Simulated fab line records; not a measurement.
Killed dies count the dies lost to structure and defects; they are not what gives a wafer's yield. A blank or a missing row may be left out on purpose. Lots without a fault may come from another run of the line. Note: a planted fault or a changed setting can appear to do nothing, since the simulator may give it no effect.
Which tool did it? + flow nand-harc + 36 wafers from 12 lots sampled at 2 of the route's 1302 steps

== WHAT THE GAUGES SHOWED, per wafer ==
NHARC_A_CHANNEL_HOLE_D1_CD_MEAS_18.
| lot  | measured     | on        | cd-nm (nm)        |
|------|--------------|-----------|-------------------|
| L076 | day 9 11:50  | cd-sem-01 | 97.4 99.7 101.8   |
| L077 | day 9 16:46  | cd-sem-03 | 97.3 98.6 96.2    |
| L079 | day 10 15:38 | cd-sem-02 | 98.1 98.4 99.0    |
| L081 | day 11 11:29 | cd-sem-02 | 100.0 102.0 100.1 |
| L083 | day 12 02:11 | cd-sem-03 | 101.0 100.4 100.7 |
| L085 | day 12 21:55 | cd-sem-03 | 99.3 101.2 104.2  |
| L087 | day 13 22:04 | cd-sem-02 | 98.9 97.4 97.0    |
| L089 | day 14 20:48 | cd-sem-02 | 95.5 98.3 99.3    |
| L090 | day 15 05:52 | cd-sem-02 | 98.1 98.0 99.9    |
| L092 | day 16 14:27 | cd-sem-02 | 102.8 99.5 99.5   |
| L095 | day 17 13:06 | cd-sem-03 | 99.1 99.5 97.8    |
| L097 | day 18 06:50 | cd-sem-01 | 100.1 100.0 99.3  |

== WHAT TOOL EACH LOT RAN ON (gives the tool, then ch and the chambers of the sampled wafers, and finally the start) ==
| lot  | NHARC_A_CHANNEL_HOLE_D1_ETCH_39               |
|------|-----------------------------------------------|
| L076 | rie-diel-09 ch 0,1,2, day 9 11:50 or earlier  |
| L077 | rie-diel-09 ch 1,2, day 9 16:46 or earlier    |
| L079 | rie-diel-09 ch 0,1,3, day 10 15:38 or earlier |
| L081 | rie-diel-06 ch 1,2, day 11 11:29 or earlier   |
| L083 | rie-diel-09 ch 1,2,3, day 12 02:11 or earlier |
| L085 | rie-diel-01 ch 0,1,3, day 12 21:55 or earlier |
| L087 | rie-diel-09 ch 1,2, day 13 22:04 or earlier   |
| L089 | rie-diel-09 ch 0,1,3, day 14 20:48 or earlier |
| L090 | rie-diel-09 ch 0,1,3, day 15 05:52 or earlier |
| L092 | rie-diel-01 ch 0,1, day 16 14:27 or earlier   |
| L095 | rie-diel-06 ch 0,1,3, day 17 13:06 or earlier |
| L097 | rie-diel-09 ch 1,2,3, day 18 06:50 or earlier |
- NHARC_A_CHANNEL_HOLE_D1_ETCH_39: etches the open film in N2/H2, target depth 260 nm, time 325 s.

== THE ANSWER, worked out from the rows above alone ==
Rule: usual is defined by the lots themselves. Put in order of their means at a reading, lots are off if they are a third of the lots or fewer, leave a main group of 4 or more, and stand apart from it by a gap of 3 or more times the standard deviation of the main group's means; of several such gaps the widest counts. A main group whose means are all the same, to the digits that the tables above print for the reading, isn't used. Also off: a lot with no number at a reading for which 4 or more lots have one. The other lots that the step has rows for count as sound.
None of the lots is off at any reading shown; this tells nothing.

== WHAT HAD BEEN PUT IN BY THE SIMULATOR ==
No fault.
